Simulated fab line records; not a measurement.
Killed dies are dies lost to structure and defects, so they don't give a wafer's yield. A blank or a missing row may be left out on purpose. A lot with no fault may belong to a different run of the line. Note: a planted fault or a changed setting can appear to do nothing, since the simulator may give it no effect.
Chamber matching -- flow nand harc -- NHARC_A_M1_DESCUM_14 on rie diel-10 has 4 sister chambers
The step chemistry O2, time 3 s. 14 wafers are shown with their chamber, then 7 later ones without.

WAFERS PAIRED WITH THEIR CHAMBERS
wafer,chamber,showerhead plenum p Torr (Torr),drypump motor current A (A),oes product au (a.u.)
L078.3,1,1.80,5.9,0.997
L078.4,0,2.02,6.3,1.017
L078.5,0,2.02,6.3,1.020
L081.2,2,1.95,5.3,1.006
L081.3,0,2.01,6.3,1.018
L081.4,3,1.91,6.1,1.000
L088.3,0,2.01,6.3,1.015
L088.5,3,1.91,6.0,0.997
L088.6,2,1.95,5.3,1.001
L091.1,2,1.95,5.3,0.991
L091.3,0,2.01,6.3,1.007
L091.4,1,1.80,5.9,0.993
L090.1,0,2.01,6.3,1.015
L090.2,2,1.95,5.3,0.993

SIGNATURES (averages over the wafers above)
reading,chamber 0,chamber 1,chamber 2,chamber 3,scatter within a chamber
showerhead plenum p Torr,2.0133,1.8000,1.9500,1.9100,0.00365
drypump motor current A,6.300,5.900,5.300,6.050,0.0224
oes product au,1.01533,0.99500,0.99775,0.99850,0.0051
Rule: a wafer's distance from a chamber is the root of the sum, over the readings, of the square of ((its reading less the chamber's mean) divided by the reading's scatter). The wafer belongs to the nearest chamber; if the next one is less than 2 further off, it can't be placed. How the scatter is found: for the shown wafers, subtract from each reading the mean of its chamber, square and add these, divide the total by (wafers less chambers), then take the root.

WAFERS WITH NO CHAMBER GIVEN
wafer,showerhead plenum p Torr (Torr),drypump motor current A (A),oes product au (a.u.)
L090.6,1.95,5.3,0.996
L093.4,1.91,6.1,1.009
L093.5,1.80,5.9,0.988
L093.6,1.95,5.3,0.991
L095.1,1.91,6.0,1.000
L095.2,1.80,5.9,0.984
L095.4,2.01,6.3,0.996

EACH ONE'S CHAMBER
wafer,from the rows above,in truth
L090.6,2,2
L093.4,3,3
L093.5,1,1
L093.6,2,2
L095.1,3,3
L095.2,1,1
L095.4,0,0
Placed correctly: 7 of 7. Number that these rows cannot place: 0. 0 placed wrongly.
